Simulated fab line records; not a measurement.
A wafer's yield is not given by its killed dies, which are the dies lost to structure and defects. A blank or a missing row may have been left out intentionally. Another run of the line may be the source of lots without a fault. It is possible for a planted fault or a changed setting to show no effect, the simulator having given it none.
Which of the tools did it? + flow n5Finfet + 27 wafers from 9 lots sampled at 4 of the route's 1938 steps

## WHAT THE GAUGES READ, wafer by wafer
N5_MOL_CONTACT_COAG_THK_MEAS_29.
| lot  | measured     | on           | MD_CAP_THK (nm)   |
|------|--------------|--------------|-------------------|
| L921 | day 4 23:41  | filmMetro-02 | 17.87 17.97 17.86 |
| L924 | day 5 15:15  | filmMetro-02 | 17.94 17.94 17.96 |
| L929 | day 6 22:16  | filmMetro-02 | 17.85 17.92 17.94 |
| L931 | day 7 15:21  | filmMetro-01 | 17.86 17.95 17.94 |
| L933 | day 7 22:56  | filmMetro-02 | 17.98 17.95 18.02 |
| L936 | day 8 21:07  | filmMetro-02 | 18.00 17.89 15.37 |
| L939 | day 9 12:56  | filmMetro-02 | 17.96 17.92 17.90 |
| L942 | day 10 05:21 | filmMetro-01 | 17.83 17.75 17.90 |
| L944 | day 10 22:41 | filmMetro-02 | 17.98 17.89 17.93 |

## WHICH TOOL RAN EACH LOT (tool, then ch and the chambers of the sampled wafers, then the start)
| lot  | N5_GATE_CUT_SAC_CAP_01          | N5_MOL_CONTACT_COAG_CONTACT_ETCH_14 | N5_MOL_CONTACT_COAG_SIL_ANNEAL_21 |
|------|---------------------------------|-------------------------------------|-----------------------------------|
| L921 | aldSin-03 ch 0,2,3, day 4 06:10 | rieDiel-01 ch 0,2,3, day 4 13:29    | rtpAnneal-02 ch 0, day 4 15:50    |
| L924 | aldSin-03 ch 1,2,3, day 5 00:19 | rieDiel-03 ch 0,1, day 5 07:23      | rtpAnneal-02 ch 0, day 5 08:46    |
| L929 | aldSin-03 ch 0,1,3, day 6 05:39 | rieDiel-01 ch 1,2,3, day 6 12:41    | rtpAnneal-02 ch 0, day 6 14:50    |
| L931 | aldSin-02 ch 2,3, day 6 21:38   | rieDiel-01 ch 0,1, day 7 04:56      | rtpAnneal-02 ch 0, day 7 06:08    |
| L933 | aldSin-03 ch 0,2,3, day 7 08:00 | rieDiel-01 ch 0,1,2, day 7 15:21    | rtpAnneal-01 ch 0, day 7 16:42    |
| L936 | aldSin-03 ch 1,2,3, day 8 04:19 | rieDiel-03 ch 1,2, day 8 11:43      | rtpAnneal-01 ch 0, day 8 14:04    |
| L939 | aldSin-04 ch 1,2,3, day 8 21:12 | rieDiel-04 ch 0,1,3, day 9 04:34    | rtpAnneal-02 ch 0, day 9 05:50    |
| L942 | aldSin-02 ch 0,1,2, day 9 14:24 | rieDiel-04 ch 0,2,3, day 9 22:02    | rtpAnneal-01 ch 0, day 9 23:18    |
| L944 | aldSin-04 ch 0,3, day 10 03:20  | rieDiel-03 ch 0,1,3, day 10 10:36   | rtpAnneal-02 ch 0, day 10 13:34   |
- N5_GATE_CUT_SAC_CAP_01: material SiNx, target thk 24 nm, pulse time 1 s, ald cycles 480.
- N5_MOL_CONTACT_COAG_CONTACT_ETCH_14: etches SiO2 in C4F6/O2, target depth 27.5 nm, overetch 8.5 nm, time 20 s.
- N5_MOL_CONTACT_COAG_SIL_ANNEAL_21: time 60 s.

## THE ANSWER, worked out from the rows above alone
Rule: what is usual is taken from the lots themselves. Put in order of their means at a reading, lots are off if they are a third of the lots or fewer, leave a main group of 4 or more, and stand apart from it by a gap of 3 or more times the standard deviation of the main group's means; of several such gaps the widest counts. A main group whose means are all the same, to the digits that the tables above print for the reading, isn't used. Also off: a lot with no number at a reading for which 4 or more lots have one. Any other lot the step has rows for is counted as sound.
Off: L936, at N5_MOL_CONTACT_COAG_THK_MEAS_29 (MD_CAP_THK). For the main group the mean is 17.92 nm and the standard deviation 0.042.
If a tool, at a process step before that reading, ran all the lots that are off and no sound lot after the first of them, it fits. Gauges at N5_MOL_CONTACT_COAG_THK_MEAS_29: tried the same way as those tools. One fits: aldSin-03 at N5_GATE_CUT_SAC_CAP_01. A fault onset in the window from L933 (day 7 08:00, its last sound lot) to L936 (day 8 04:19, its first lot off) fits.

## WHAT THE SIMULATOR HAD PUT IN
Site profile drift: aldSin-03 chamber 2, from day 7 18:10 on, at N5_GATE_CUT_SAC_CAP_01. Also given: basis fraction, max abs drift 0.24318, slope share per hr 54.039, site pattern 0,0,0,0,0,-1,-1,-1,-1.
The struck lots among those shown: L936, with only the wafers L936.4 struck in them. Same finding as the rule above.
